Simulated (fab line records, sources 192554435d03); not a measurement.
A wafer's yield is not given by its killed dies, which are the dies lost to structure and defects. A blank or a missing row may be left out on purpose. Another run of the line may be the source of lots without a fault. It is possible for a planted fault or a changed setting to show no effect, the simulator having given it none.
Matching of chambers	flow n5_finfet	N5_BEOL_M1_ETCHBACK_99 on rie_diel-03: 4 sister chambers
The step etches SiO2 in CHF3, target depth 5 nm, time 10.4 s. 4 wafers are shown with their chamber, then 11 later ones without.

## WAFERS WITH THEIR CHAMBER
wafer	chamber	showerhead_plenum_p_Torr (Torr)
L087.1	1	2.27
L089.1	3	2.13
L089.5	2	2.25
L090.3	0	2.11

## WAFERS WITHOUT THEIR CHAMBER
wafer	showerhead_plenum_p_Torr (Torr)
L090.5	2.11
L090.6	2.12
L092.3	2.25
L092.4	2.25
L092.5	2.27
L093.1	2.25
L093.3	2.11
L093.4	2.11
L097.3	2.12
L097.5	2.25
L097.6	2.27

## THE CHAMBER EACH PASSED THROUGH
wafer	from the rows above	in truth
L090.5	0	0
L090.6	can't be placed: 3 or 0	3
L092.3	2	2
L092.4	2	2
L092.5	1	1
L093.1	2	2
L093.3	0	0
L093.4	0	0
L097.3	can't be placed: 3 or 0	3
L097.5	2	2
L097.6	1	1
Placed correctly: 9 of 11. Can't be placed from these rows: 2 (the true chamber is among the candidates in 2). Number placed wrongly: 0.
How it was worked out, from the rows above alone: a wafer's distance from a chamber is the root of the sum, over the readings, of the square of ((its reading less the chamber's mean) divided by the reading's scatter). The wafer belongs to the nearest chamber; if the next one is less than 2 further off, it can't be placed. The mean given for a chamber averages the wafers shown for that chamber. The scatter: root of mean squared gap, hidden wafer to nearest shown wafer, with one shown wafer a chamber.
